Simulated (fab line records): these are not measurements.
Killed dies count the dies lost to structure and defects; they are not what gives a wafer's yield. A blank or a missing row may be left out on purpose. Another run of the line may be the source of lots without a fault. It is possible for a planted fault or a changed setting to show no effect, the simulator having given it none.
Which tool is to blame? -- flow nand_harc -- 11 lots with 33 wafers sampled at 3 steps, on a route of 1302 steps

== WHAT THE GAUGES READ, wafer by wafer ==
NHARC_P_GATE_CD_MEAS_26: target cd 120 nm.
lot,measured,on,cd_nm (nm)
L588,day 5 00:47,cd_sem-01,119.8 119.7 120.1
L589,day 5 09:28,cd_sem-01,120.7 119.8 120.0
L590,day 5 22:11,cd_sem-01,119.7 119.8 120.5
L591,day 6 13:05,cd_sem-03,120.0 119.8 120.2
L596,day 8 15:08,cd_sem-03,76.7 77.1 76.3 77.2 77.2 76.3
L601,day 10 06:58,cd_sem-01,119.5 119.2 118.9
L607,day 12 20:22,cd_sem-03,120.3 120.0 120.2
L608,day 13 07:37,cd_sem-02,119.2 119.8 119.9
L609,day 13 13:40,cd_sem-03,119.7 119.6 119.9
L610,day 14 04:02,cd_sem-01,120.2 120.4 120.1
L611,day 14 18:14,cd_sem-03,119.6 119.9 119.8

== WHAT TOOL EACH LOT RAN ON (gives the tool, then ch and the chambers of the sampled wafers, and finally the start) ==
lot,NHARC_P_STI_ETCH_31,NHARC_P_GATE_EXPOSE_23
L588,"rie_diel-05 ch 0,2,3, day 5 00:39 or earlier","arfi_scanner-03 ch 0, day 5 00:39"
L589,"rie_diel-08 ch 0,1,3, day 5 09:19 or earlier","arfi_scanner-03 ch 0, day 5 09:19"
L590,"rie_diel-09 ch 0,1,3, day 5 22:03 or earlier","arfi_scanner-03 ch 0, day 5 22:03"
L591,"rie_diel-09 ch 0,1,2, day 6 12:56 or earlier","arfi_scanner-02 ch 0, day 6 12:56"
L596,"rie_diel-09 ch 0,1,2, day 8 14:59 or earlier","arfi_scanner-01 ch 0, day 8 14:59"
L601,"rie_diel-09 ch 0,1,2, day 10 06:49 or earlier","arfi_scanner-02 ch 0, day 10 06:49"
L607,"rie_diel-09 ch 0,2, day 12 20:14 or earlier","arfi_scanner-01 ch 0, day 12 20:14"
L608,"rie_diel-09 ch 0,1,3, day 13 07:28 or earlier","arfi_scanner-01 ch 0, day 13 07:28"
L609,"rie_diel-09 ch 0,1,3, day 13 13:32 or earlier","arfi_scanner-01 ch 0, day 13 13:32"
L610,"rie_diel-05 ch 0,1,3, day 14 03:55 or earlier","arfi_scanner-01 ch 0, day 14 03:55"
L611,"rie_diel-08 ch 1,2,3, day 14 18:06 or earlier","arfi_scanner-03 ch 0, day 14 18:06"
- NHARC_P_STI_ETCH_31: etches the open film in CF4/CHF3, target depth 108.9 nm, time 54.5 s.
- NHARC_P_GATE_EXPOSE_23: exposes mask P GATE, target cd 120 nm.

== THE ANSWER, worked out from the rows above alone ==
Rule: what is usual is taken from the lots themselves. Put in order of their means at a reading, lots are off if they are a third of the lots or fewer, leave a main group of 4 or more, and stand apart from it by a gap of 3 or more times the standard deviation of the main group's means; of several such gaps the widest counts. Not used: any main group whose means are identical at the precision the tables above print for the reading. Also off: a lot with no number at a reading for which 4 or more lots have one. Any other lot the step has rows for is counted as sound.
Off: L596 (NHARC_P_GATE_CD_MEAS_26, cd_nm). Main group: mean 119.9 nm, sd 0.3.
If a tool, at a process step before that reading, ran all the lots that are off and no sound lot after the first of them, it fits. Those tools and the gauges at NHARC_P_GATE_CD_MEAS_26 are tried in the same way. Because NHARC_P_STI_ETCH_31 lacks a start for some lots, the hours and order of its lots are taken from NHARC_P_GATE_EXPOSE_23. Of those tried, none fits.

== WHAT WAS PUT IN BY THE SIMULATOR ==
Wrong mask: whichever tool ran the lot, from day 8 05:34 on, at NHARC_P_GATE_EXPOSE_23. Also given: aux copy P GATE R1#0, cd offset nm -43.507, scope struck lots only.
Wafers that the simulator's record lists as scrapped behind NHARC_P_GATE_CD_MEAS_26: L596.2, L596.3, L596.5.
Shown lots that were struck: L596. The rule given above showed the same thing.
